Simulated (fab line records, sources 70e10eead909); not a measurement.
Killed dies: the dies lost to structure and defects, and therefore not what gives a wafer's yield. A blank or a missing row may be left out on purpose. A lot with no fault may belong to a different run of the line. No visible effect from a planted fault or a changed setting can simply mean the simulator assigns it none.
Which tool was responsible? :: flow nand-harc :: Sampling: 13 lots, 38 wafers, 4 of 1159 route steps

== WHAT THE GAUGES READ, wafer by wafer ==
NHARC_A_CONTACT_CD_MEAS_15. Usual: cd-nm 89.9 nm, standard deviation 0.5.
lot: L317
measured: day 16 21:29
on: cd-sem-03
cd-nm (nm): 89.9 90.3 90.6
flag: 

lot: L318
measured: day 17 16:51
on: cd-sem-03
cd-nm (nm): 89.5 90.4 89.8
flag: 

lot: L319
measured: day 18 12:30
on: cd-sem-03
cd-nm (nm): 90.4 90.6 90.0
flag: 

lot: L326
measured: day 19 06:14
on: cd-sem-02
cd-nm (nm): 89.7 89.8 90.3
flag: 

lot: L331
measured: day 20 03:10
on: cd-sem-02
cd-nm (nm): 89.7 89.7 89.6
flag: 

lot: L329
measured: day 20 05:45
on: cd-sem-03
cd-nm (nm): 89.6 89.3
flag: 

lot: L330
measured: day 20 12:56
on: cd-sem-01
cd-nm (nm): 90.5 90.2 90.5
flag: 

lot: L332
measured: day 20 16:22
on: cd-sem-02
cd-nm (nm): 90.2 90.2 90.0
flag: 

lot: L334
measured: day 21 04:26
on: cd-sem-02
cd-nm (nm): 89.6 89.4 89.3
flag: 

lot: L335
measured: day 21 08:25
on: cd-sem-01
cd-nm (nm): 89.5 90.2 89.4
flag: 

lot: L336
measured: day 21 13:24
on: cd-sem-01
cd-nm (nm): 90.2 90.1 90.0
flag: 

lot: L340
measured: day 22 04:37
on: cd-sem-03
cd-nm (nm): 90.1 90.7 90.6
flag: 

lot: L338
measured: day 22 11:52
on: cd-sem-02
cd-nm (nm): 89.9 89.7 90.0
flag: 

== EACH LOT AND THE TOOL THAT RAN IT (in order: tool; ch and the chambers of the sampled wafers; start) ==
lot: L317
NHARC_A_CONTACT_DESCUM_13: rie-diel-08 ch 0,1,3, day 16 19:11
NHARC_A_CONTACT_ETCH_137: har-cap-etch-01 ch 0,1, day 16 20:37
NHARC_A_CONTACT_ETCH_92: rie-diel-09 ch 0,2, day 16 21:16

lot: L318
NHARC_A_CONTACT_DESCUM_13: rie-diel-09 ch 1,2,3, day 17 14:34
NHARC_A_CONTACT_ETCH_137: har-cap-etch-01 ch 0,1, day 17 16:01
NHARC_A_CONTACT_ETCH_92: rie-diel-08 ch 0,1,2, day 17 16:39

lot: L319
NHARC_A_CONTACT_DESCUM_13: rie-diel-07 ch 0,2,3, day 18 10:02
NHARC_A_CONTACT_ETCH_137: har-cap-etch-01 ch 0,1, day 18 11:34
NHARC_A_CONTACT_ETCH_92: rie-diel-08 ch 0,1,3, day 18 12:13

lot: L326
NHARC_A_CONTACT_DESCUM_13: rie-diel-08 ch 0,2,3, day 19 02:58
NHARC_A_CONTACT_ETCH_137: har-cap-etch-02 ch 0,1, day 19 05:05
NHARC_A_CONTACT_ETCH_92: rie-diel-08 ch 0,1,3, day 19 05:42

lot: L331
NHARC_A_CONTACT_DESCUM_13: rie-diel-08 ch 0,3, day 20 00:38
NHARC_A_CONTACT_ETCH_137: har-cap-etch-01 ch 0,1, day 20 02:11
NHARC_A_CONTACT_ETCH_92: rie-diel-07 ch 1,2,3, day 20 02:50

lot: L329
NHARC_A_CONTACT_DESCUM_13: rie-diel-07 ch 1,2, day 20 03:25
NHARC_A_CONTACT_ETCH_137: har-cap-etch-01 ch 0,1, day 20 04:54
NHARC_A_CONTACT_ETCH_92: rie-diel-08 ch 1,3, day 20 05:32

lot: L330
NHARC_A_CONTACT_DESCUM_13: rie-diel-09 ch 0,1,3, day 20 10:19
NHARC_A_CONTACT_ETCH_137: har-cap-etch-03 ch 0,1, day 20 11:56
NHARC_A_CONTACT_ETCH_92: rie-diel-09 ch 0,1,3, day 20 12:44

lot: L332
NHARC_A_CONTACT_DESCUM_13: rie-diel-08 ch 0,1, day 20 14:03
NHARC_A_CONTACT_ETCH_137: har-cap-etch-02 ch 0,1, day 20 15:29
NHARC_A_CONTACT_ETCH_92: rie-diel-07 ch 0,3, day 20 16:08

lot: L334
NHARC_A_CONTACT_DESCUM_13: rie-diel-09 ch 0,2, day 21 01:53
NHARC_A_CONTACT_ETCH_137: har-cap-etch-01 ch 0,1, day 21 03:33
NHARC_A_CONTACT_ETCH_92: rie-diel-09 ch 0,1,3, day 21 04:13

lot: L335
NHARC_A_CONTACT_DESCUM_13: rie-diel-09 ch 1,2, day 21 06:04
NHARC_A_CONTACT_ETCH_137: har-cap-etch-03 ch 0,1, day 21 07:33
NHARC_A_CONTACT_ETCH_92: rie-diel-09 ch 0,1,3, day 21 08:13

lot: L336
NHARC_A_CONTACT_DESCUM_13: rie-diel-08 ch 1,3, day 21 11:04
NHARC_A_CONTACT_ETCH_137: har-cap-etch-01 ch 0,1, day 21 12:32
NHARC_A_CONTACT_ETCH_92: rie-diel-09 ch 0,2, day 21 13:11

lot: L340
NHARC_A_CONTACT_DESCUM_13: rie-diel-08 ch 0,1,3, day 22 02:02
NHARC_A_CONTACT_ETCH_137: har-cap-etch-02 ch 1, day 22 03:45
NHARC_A_CONTACT_ETCH_92: rie-diel-09 ch 0,1,3, day 22 04:26

lot: L338
NHARC_A_CONTACT_DESCUM_13: rie-diel-08 ch 2,3, day 22 09:23
NHARC_A_CONTACT_ETCH_137: har-cap-etch-02 ch 0,1, day 22 10:57
NHARC_A_CONTACT_ETCH_92: rie-diel-09 ch 0,3, day 22 11:36
- NHARC_A_CONTACT_DESCUM_13: chemistry O2, time 3 s.
- NHARC_A_CONTACT_ETCH_137: etches the open film in C4F8/O2/Ar, time 132 s, target depth 1287 nm.
- NHARC_A_CONTACT_ETCH_92: etches the open film in CH3F/O2, target depth 40 nm, time 85.7 s.

== AS READ BY THE TOOLS THEMSELVES (means over the sampled wafers that have a number; for cases with no such wafer, the mark the record gives instead) ==
NHARC_A_CONTACT_DESCUM_13. Usual: drypump-motor-current-A 6.0 A, standard deviation 0.46; oes-product-au 1.000 a.u., standard deviation 0.0065; rf-vpp-V 57.9 V, standard deviation 0.93; showerhead-plenum-p-Torr 1.92 Torr, standard deviation 0.076; throttle-valve-pct 11.311 %, standard deviation 0.0079.
lot: L317
tool: rie-diel-08
drypump-motor-current-A (A): 6.3
oes-product-au (a.u.): 1.007
rf-vpp-V (V): 58.6
showerhead-plenum-p-Torr (Torr): 1.96
throttle-valve-pct (%): 11.313
flag: 

lot: L318
tool: rie-diel-09
drypump-motor-current-A (A): 6.1
oes-product-au (a.u.): 0.993
rf-vpp-V (V): 57.4
showerhead-plenum-p-Torr (Torr): 1.90
throttle-valve-pct (%): 11.314
flag: 

lot: L319
tool: rie-diel-07
drypump-motor-current-A (A): 5.2
oes-product-au (a.u.): 1.009
rf-vpp-V (V): 57.8
showerhead-plenum-p-Torr (Torr): 1.92
throttle-valve-pct (%): 11.308
flag: 

lot: L326
tool: rie-diel-08
drypump-motor-current-A (A): 6.2
oes-product-au (a.u.): 1.002
rf-vpp-V (V): 58.2
showerhead-plenum-p-Torr (Torr): 1.90
throttle-valve-pct (%): 11.312
flag: 

lot: L331
tool: rie-diel-08
drypump-motor-current-A (A): 6.3
oes-product-au (a.u.): 1.004
rf-vpp-V (V): 58.4
showerhead-plenum-p-Torr (Torr): 1.95
throttle-valve-pct (%): 11.311
flag: 

lot: L329
tool: rie-diel-07
drypump-motor-current-A (A): 4.9
oes-product-au (a.u.): 0.996
rf-vpp-V (V): 58.3
showerhead-plenum-p-Torr (Torr): 1.92
throttle-valve-pct (%): 11.312
flag: 

lot: L330
tool: rie-diel-09
drypump-motor-current-A (A): 5.9
oes-product-au (a.u.): 0.997
rf-vpp-V (V): 56.7
showerhead-plenum-p-Torr (Torr): 1.89
throttle-valve-pct (%): 11.307
flag: 

lot: L332
tool: rie-diel-08
drypump-motor-current-A (A): 6.3
oes-product-au (a.u.): 1.004
rf-vpp-V (V): 58.8
showerhead-plenum-p-Torr (Torr): 1.95
throttle-valve-pct (%): 11.312
flag: 

lot: L334
tool: rie-diel-09
drypump-motor-current-A (A): 5.9
oes-product-au (a.u.): 0.995
rf-vpp-V (V): 58.4
showerhead-plenum-p-Torr (Torr): 1.98
throttle-valve-pct (%): 11.307
flag: 

lot: L335
tool: rie-diel-09
drypump-motor-current-A (A): 6.0
oes-product-au (a.u.): 0.995
rf-vpp-V (V): 58.2
showerhead-plenum-p-Torr (Torr): 1.88
throttle-valve-pct (%): 11.310
flag: 

lot: L336
tool: rie-diel-08
drypump-motor-current-A (A): 6.4
oes-product-au (a.u.): 1.002
rf-vpp-V (V): 57.7
showerhead-plenum-p-Torr (Torr): 1.94
throttle-valve-pct (%): 11.317
flag: 

lot: L340
tool: rie-diel-08
drypump-motor-current-A (A): 6.3
oes-product-au (a.u.): 1.001
rf-vpp-V (V): 57.5
showerhead-plenum-p-Torr (Torr): 1.95
throttle-valve-pct (%): 11.312
flag: 

lot: L338
tool: rie-diel-08
drypump-motor-current-A (A): 6.3
oes-product-au (a.u.): 1.006
rf-vpp-V (V): 58.1
showerhead-plenum-p-Torr (Torr): 2.03
throttle-valve-pct (%): 11.306
flag: 

NHARC_A_CONTACT_ETCH_92. Usual: drypump-motor-current-A 5.8 A, standard deviation 0.55; oes-product-au 0.934 a.u., standard deviation 0.026; rf-vpp-V 244.3 V, standard deviation 1.6; run-length-s 106.9 s, standard deviation 0.47; showerhead-plenum-p-Torr 2.46 Torr, standard deviation 0.097; throttle-valve-pct 20.662 %, standard deviation 0.0087.
lot: L317
tool: rie-diel-09
drypump-motor-current-A (A): 5.6
oes-product-au (a.u.): 0.922
rf-vpp-V (V): 245.3
run-length-s (s): 106.4
showerhead-plenum-p-Torr (Torr): 2.54
throttle-valve-pct (%): 20.657
flag: 

lot: L318
tool: rie-diel-08
drypump-motor-current-A (A): 6.2
oes-product-au (a.u.): 0.927
rf-vpp-V (V): 244.0
run-length-s (s): 106.8
showerhead-plenum-p-Torr (Torr): 2.44
throttle-valve-pct (%): 20.659
flag: 

lot: L319
tool: rie-diel-08
drypump-motor-current-A (A): 6.2
oes-product-au (a.u.): 1.000
rf-vpp-V (V): 244.4
run-length-s (s): 106.6
showerhead-plenum-p-Torr (Torr): 2.51
throttle-valve-pct (%): 20.664
flag: 

lot: L326
tool: rie-diel-08
drypump-motor-current-A (A): 6.2
oes-product-au (a.u.): 0.929
rf-vpp-V (V): 245.4
run-length-s (s): 96.8
showerhead-plenum-p-Torr (Torr): 2.51
throttle-valve-pct (%): 20.669
flag: OFF

lot: L331
tool: rie-diel-07
drypump-motor-current-A (A): 5.2
oes-product-au (a.u.): 1.002
rf-vpp-V (V): 242.8
run-length-s (s): 106.9
showerhead-plenum-p-Torr (Torr): 2.40
throttle-valve-pct (%): 20.665
flag: 

lot: L329
tool: rie-diel-08
drypump-motor-current-A (A): 6.4
oes-product-au (a.u.): 0.925
rf-vpp-V (V): 244.3
run-length-s (s): 77.1
showerhead-plenum-p-Torr (Torr): 2.50
throttle-valve-pct (%): 20.659
flag: OFF

lot: L330
tool: rie-diel-09
drypump-motor-current-A (A): 5.9
oes-product-au (a.u.): 0.928
rf-vpp-V (V): 243.2
run-length-s (s): 106.4
showerhead-plenum-p-Torr (Torr): 2.43
throttle-valve-pct (%): 20.663
flag: 

lot: L332
tool: rie-diel-07
drypump-motor-current-A (A): 5.1
oes-product-au (a.u.): 0.924
rf-vpp-V (V): 244.9
run-length-s (s): 107.6
showerhead-plenum-p-Torr (Torr): 2.52
throttle-valve-pct (%): 20.667
flag: 

lot: L334
tool: rie-diel-09
drypump-motor-current-A (A): 5.9
oes-product-au (a.u.): 0.925
rf-vpp-V (V): 244.3
run-length-s (s): 106.8
showerhead-plenum-p-Torr (Torr): 2.43
throttle-valve-pct (%): 20.665
flag: 

lot: L335
tool: rie-diel-09
drypump-motor-current-A (A): 5.9
oes-product-au (a.u.): 0.926
rf-vpp-V (V): 244.4
run-length-s (s): 106.6
showerhead-plenum-p-Torr (Torr): 2.43
throttle-valve-pct (%): 20.655
flag: 

lot: L336
tool: rie-diel-09
drypump-motor-current-A (A): 5.6
oes-product-au (a.u.): 0.919
rf-vpp-V (V): 244.8
run-length-s (s): 106.8
showerhead-plenum-p-Torr (Torr): 2.53
throttle-valve-pct (%): 20.663
flag: 

lot: L340
tool: rie-diel-09
drypump-motor-current-A (A): 5.9
oes-product-au (a.u.): 0.921
rf-vpp-V (V): 244.1
run-length-s (s): 106.7
showerhead-plenum-p-Torr (Torr): 2.43
throttle-valve-pct (%): 20.661
flag: 

lot: L338
tool: rie-diel-09
drypump-motor-current-A (A): 5.7
oes-product-au (a.u.): 0.921
rf-vpp-V (V): 244.8
run-length-s (s): 106.3
showerhead-plenum-p-Torr (Torr): 2.48
throttle-valve-pct (%): 20.663
flag: 

== THE ANSWER, worked out from the rows above alone ==
Rule: take the mean of a lot's wafers that have a number; if it is more than 3 standard deviations from the usual mean, the lot is off. A lot without any number at a reading at which 4 lots or more have one is off too. The other lots that the step has rows for count as sound. The gauges are gone through in route order, then the tools' own readings, and for those a lot's mean is taken as printed above. At the first step where some lot is off, the reading lying furthest off is the one used; lots without a number count as furthest.
Off, at NHARC_A_CONTACT_ETCH_92 on run-length-s: L326, L329.
A tool fits if, at that step or a process step before it, it ran every lot that is off, and no sound lot after the first of them. One fits: NHARC_A_CONTACT_ETCH_92 on rie-diel-08. Its last sound lot is L319 (day 18 12:13), its first lot that is off L326 (day 19 05:42): a fault that began between those two fits.
The tool's own readings at NHARC_A_CONTACT_ETCH_92 bear it out: on the lots that are off they differ by more than 5 times the standard deviation of the sound lots' means. run-length-s reads 86.9 s there against 106.7 s on the sound lots.

== WHAT THE SIMULATOR HAD INSERTED ==
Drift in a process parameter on rie-diel-08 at NHARC_A_CONTACT_ETCH_92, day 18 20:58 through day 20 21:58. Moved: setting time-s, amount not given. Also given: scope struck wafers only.
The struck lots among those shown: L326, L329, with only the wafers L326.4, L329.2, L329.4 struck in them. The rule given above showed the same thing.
